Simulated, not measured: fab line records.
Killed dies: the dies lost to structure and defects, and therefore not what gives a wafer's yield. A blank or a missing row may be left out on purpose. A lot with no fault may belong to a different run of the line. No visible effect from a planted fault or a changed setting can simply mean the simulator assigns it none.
What tool caused it? + flow n5 finfet + 36 wafers from 12 lots sampled at 2 of the route's 1938 steps

== WHAT THE GAUGES SHOWED, per wafer ==
N5_BEOL_M5_CD_MEAS_11: target cd 27.74 nm.
| lot  | measured     | on        | cd nm (nm)        |
|------|--------------|-----------|-------------------|
| L075 | day 9 02:46  | cd sem-01 | 27.32 28.00 28.00 |
| L077 | day 10 01:03 | cd sem-03 | 27.79 28.04 27.99 |
| L078 | day 10 17:16 | cd sem-02 | 27.92 28.29 28.51 |
| L081 | day 11 00:47 | cd sem-02 | 28.05 27.89 28.10 |
| L083 | day 11 05:05 | cd sem-01 | 28.34 28.14 28.27 |
| L085 | day 11 10:25 | cd sem-01 | 28.33 27.81 28.21 |
| L086 | day 12 03:58 | cd sem-01 | 27.93 28.34 28.03 |
| L089 | day 12 20:00 | cd sem-01 | 28.03 27.84 27.66 |
| L092 | day 13 21:40 | cd sem-03 | 28.15 27.98 28.01 |
| L090 | day 14 08:40 | cd sem-02 | 27.94 28.04 28.10 |
| L095 | day 14 09:02 | cd sem-03 | 27.73 28.23 27.70 |
| L097 | day 15 11:33 | cd sem-01 | 27.47 27.72 27.89 |

== TOOL THAT RAN EACH LOT (tool first, then ch and the chambers of the sampled wafers, then the start) ==
| lot  | N5_BEOL_M4_CO_CAP_55             |
|------|----------------------------------|
| L075 | cvd co-01 ch 0,2, day 9 00:02    |
| L077 | cvd co-01 ch 0,1, day 9 21:40    |
| L078 | cvd co-01 ch 0,1,2, day 10 14:27 |
| L081 | cvd co-02 ch 1,2, day 10 21:00   |
| L083 | cvd co-02 ch 0,2, day 11 00:21   |
| L085 | cvd co-02 ch 0,2, day 11 05:18   |
| L086 | cvd co-02 ch 1,2, day 12 01:32   |
| L089 | cvd co-02 ch 1,2, day 12 15:56   |
| L092 | cvd co-01 ch 0,1,2, day 13 17:52 |
| L090 | cvd co-02 ch 0,1,2, day 14 02:57 |
| L095 | cvd co-02 ch 0,2, day 14 06:08   |
| L097 | cvd co-02 ch 0,1,2, day 15 05:22 |
- N5_BEOL_M4_CO_CAP_55: material Co, precursor CCTBA/H2, target thk 2 nm, time 102.1 s.

== THE ANSWER, worked out from the rows above alone ==
Rule: what is usual is taken from the lots themselves. Put in order of their means at a reading, lots are off if they are a third of the lots or fewer, leave a main group of 4 or more, and stand apart from it by a gap of 3 or more times the standard deviation of the main group's means; of several such gaps the widest counts. If all means in a main group match to the digits the tables above print for the reading, that group is not used. Also off: a lot with no number at a reading for which 4 or more lots have one. Any other lot the step has rows for is counted as sound.
Nothing can be told from this: no lot is off at any reading shown.

== WHAT WAS PUT IN BY THE SIMULATOR ==
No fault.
